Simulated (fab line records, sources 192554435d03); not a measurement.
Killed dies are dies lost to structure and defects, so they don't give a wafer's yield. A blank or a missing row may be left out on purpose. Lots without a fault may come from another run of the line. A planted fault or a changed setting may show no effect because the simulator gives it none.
A struck lot beside a sound one | flow n5_finfet | 38 steps out of a route of 1938
Sound: wafers L217.3, L217.4, L217.5. Struck: wafer L223.3. (L223.4 of the same lot was not struck and is left out.) The cause comes at the end.
At each step with rows: each side's tool, then ch and its chambers, then its first start. Under that, the readings that differ: sound wafers | struck wafers | difference of the means | sigmas: that difference in standard deviations of wafers without a fault.
alike: readings whose means differ by less than 2 such deviations, and words and numbers that are the same on both sides. not compared: withheld readings, readings that some wafer has no value for, bounds like >300 that may hide the same value, and numbers for which the record gives no deviation and whose values overlap.
The two part at a step that has a row with sigmas, a row that says differs or no value, or rows on one side only. Numbers that don't overlap but have no deviation are shown without sigmas and don't part them. A reading that every wafer of one side lacks parts them only if that side has two wafers or more.

first, 9 steps without rows for these wafers: N5_GATE_CUT_COAT_07 (resist thk 30 nm); N5_GATE_CUT_EBR_09; N5_GATE_CUT_SOFTBAKE_08 (time 60 s); N5_GATE_CUT_EXPOSE_10 (exposes mask GATE CUT, target cd 20 nm); N5_GATE_CUT_PEB_11 (peb time 60 s); N5_GATE_CUT_DEVELOP_12 (develop time 30 s); N5_GATE_CUT_DESCUM_18 (chemistry O2, time 7 s); N5_GATE_CUT_ETCH_28 (etches underlayer in N2/H2, target depth 13 nm, time 10.4 s); N5_GATE_CUT_ETCH_36 (etches SiARC in CF4, target depth 13 nm, time 21.7 s).
N5_GATE_CUT_ETCH_37: etches SOC in N2/H2, target depth 60 nm, overetch 12 nm, time 90 s.
  sound on rie_diel-01 ch 2,3, day 6 13:52; struck on rie_diel-01 ch 0, day 7 23:31
  reading                                     | sound             | struck | difference | sigmas
  drypump_motor_current_A (A)                 | 5.66 5.70 5.69    | 5.08   | -0.60      | -2
  model.etch.depth_nm (nm)                    | 59.51 59.83 59.89 | 44.93  | -14.81     |
  model.SiARC_of_GATE_CUT_COAT_35.thk_nm (nm) | 6 6 6             | 7.4    | +1.4       |
  alike: oes_product_au, rf_fwd_power_W, rf_vpp_V, showerhead_plenum_p_Torr, throttle_valve_pct
  not compared: rf_hours_counter_h, model.GATE_CUT.cd_nm
then, 5 steps without rows for these wafers: N5_GATE_CUT_STRIP_38 (strips in N2/H2); N5_GATE_CUT_STRIP_39 (strips in N2/H2); N5_GATE_CUT_HM_OPEN_40 (chemistry C4F6/O2, target SiO2, target depth 139 nm, time 85.1 s); N5_GATE_CUT_STRIP_41 (strips in CF4); N5_GATE_CUT_STRIP_42 (strips in O2).
N5_GATE_CUT_ETCH_19: etches SiNx in CH3F/O2, target depth 53.7 nm, time 76.7 s.
  sound on rie_diel-01 ch 2,3, day 6 14:04; struck on rie_diel-01 ch 0, day 7 23:43
  reading                     | sound          | struck | difference | sigmas
  drypump_motor_current_A (A) | 5.66 5.70 5.69 | 5.08   | -0.60      | -2
  etch_rf_on_time_s (s)       | 75.9 77.7 77.8 | 191.7  | +114.6     | +99 or more
  oes_product_au (a.u.)       | 0.67 0.62 0.61 | 0.31   | -0.32      | -5
  alike: oes_ar_750_au, rf_vpp_V, showerhead_plenum_p_Torr, throttle_valve_pct
  not compared: rf_fwd_power_W, rf_hours_counter_h
N5_GATE_CUT_CUT_ETCH_53: etches W in SF6/Cl2, target depth 79.2 nm.
  sound on rie_metal-03 ch 0,1, day 6 14:11; struck on rie_metal-02 ch 1, day 7 23:51
  reading                     | sound             | struck | difference | sigmas
  drypump_motor_current_A (A) | 6.3 5.3 6.3       | 5.1    | -0.9       | -2
  etch_rf_on_time_s (s)       | 25.8 26.3 26.1    | 34.3   | +8.2       | +23
  oes_product_au (a.u.)       | 0.76 0.84 0.75    | 0.29   | -0.49      | -6
  rf_fwd_power_W (W)          | 879.5 878.5 879.5 | 885.9  | +6.7       | +2
  throttle_valve_pct (%)      | 28.90 28.77 28.90 | 27.97  | -0.89      | -3
  not compared: rf_hours_counter_h
N5_GATE_CUT_CUT_ETCH_54: etches TiN in Cl2/BCl3, target depth 96.7 nm.
  sound on rie_metal-03 ch 0,1, day 6 14:15; struck on rie_metal-02 ch 1, day 7 23:55
  reading                     | sound             | struck | difference | sigmas
  drypump_motor_current_A (A) | 6.3 5.3 6.3       | 5.1    | -0.9       | -2
  etch_rf_on_time_s (s)       | 36.1 37.1 35.9    | 47.9   | +11.5      | +21
  oes_product_au (a.u.)       | 0.76 0.83 0.76    | 0.29   | -0.49      | -6
  throttle_valve_pct (%)      | 22.23 22.17 22.23 | 23.23  | +1.02      | +4
  alike: oes_ar_750_au, rf_fwd_power_W
  not compared: rf_hours_counter_h
N5_GATE_CUT_CUT_ETCH_55: etches HfO2 in BCl3, target depth 3.2 nm.
  sound on rie_metal-03 ch 0,1, day 6 14:18; struck on rie_metal-02 ch 1, day 7 23:58
  reading                     | sound          | struck | difference | sigmas
  drypump_motor_current_A (A) | 6.3 5.3 6.3    | 5.1    | -0.9       | -2
  oes_product_au (a.u.)       | 0.84 0.93 0.84 | 0.29   | -0.58      | -6
  alike: rf_fwd_power_W, throttle_valve_pct
  not compared: rf_hours_counter_h
N5_GATE_CUT_ETCH_47: etches SiO2 in Cl2/BCl3, target depth 10 nm.
  sound on rie_metal-03 ch 0,1, day 6 14:20; struck on rie_metal-02 ch 1, day 7 23:59
  reading                     | sound       | struck | difference | sigmas
  drypump_motor_current_A (A) | 6.3 5.3 6.3 | 5.1    | -0.9       | -2
  alike: oes_ar_750_au, oes_product_au, rf_fwd_power_W, throttle_valve_pct
  not compared: rf_hours_counter_h, model.GATE_CUT.cd_nm
then, 16 steps without rows for these wafers: N5_GATE_CUT_VAPOR_ETCH_48 (etches TiN in BCl3/Cl2); N5_GATE_CUT_VAPOR_ETCH_49 (etches TiAlC in BCl3/Cl2); N5_GATE_CUT_VAPOR_ETCH_51 (etches HfO2 in BCl3/Cl2); N5_GATE_CUT_STRIP_21 (strips in N2/H2, time 30 s); N5_GATE_CUT_STRIP_29 (strips in post etch residue remover, time 60 s); N5_GATE_CUT_SRD_52 (time 30 s); N5_GATE_CUT_ALD_22 (deposits SiNx, target thk 16 nm, pulse time 1 s, ald cycles 320); N5_GATE_CUT_CMP_23 (polishes, stops on SiO2, t overpolish 23.4 s, target thk 16 nm); N5_GATE_CUT_CMP_43 (polishes SiO2); N5_GATE_CUT_CMP_61 (polishes, stops on SiNx, t overpolish 3 s); N5_MOL_CONTACT_COAG_COAT_103 (time 60 s, resist thk 80 nm); N5_MOL_CONTACT_COAG_COAT_104 (time 60 s, resist thk 12 nm); N5_MOL_CONTACT_COAG_COAT_58 (time 60 s, resist thk 10 nm); N5_MOL_CONTACT_COAG_COAT_02 (resist thk 30 nm); N5_MOL_CONTACT_COAG_EBR_04; N5_MOL_CONTACT_COAG_SOFTBAKE_03 (time 60 s).
N5_BEOL_M4_RC_MEAS_101:
  the record has rows for the sound wafers here (prober-01 ch 0, day 10 22:42) and none for the struck ones
-- the record jumps here: 9 days lie between the struck wafers' starts before and after (it left off in module BEOL_M4 and takes up again in module PASSIVATION, whose first step shown is number 1936 of the route) --
N5_PASSIVATION_PROBE_49:
  the record has rows for the struck wafers here (prober-02, day 17 00:10) and none for the sound ones

WHERE THEY PART
First at N5_GATE_CUT_ETCH_37; last, within this record, at N5_PASSIVATION_PROBE_49.

WHY: what the simulator had put in
Process parameter drift: rie_diel-01, from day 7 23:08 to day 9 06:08, at N5_GATE_CUT_ETCH_37. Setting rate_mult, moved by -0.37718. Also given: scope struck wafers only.
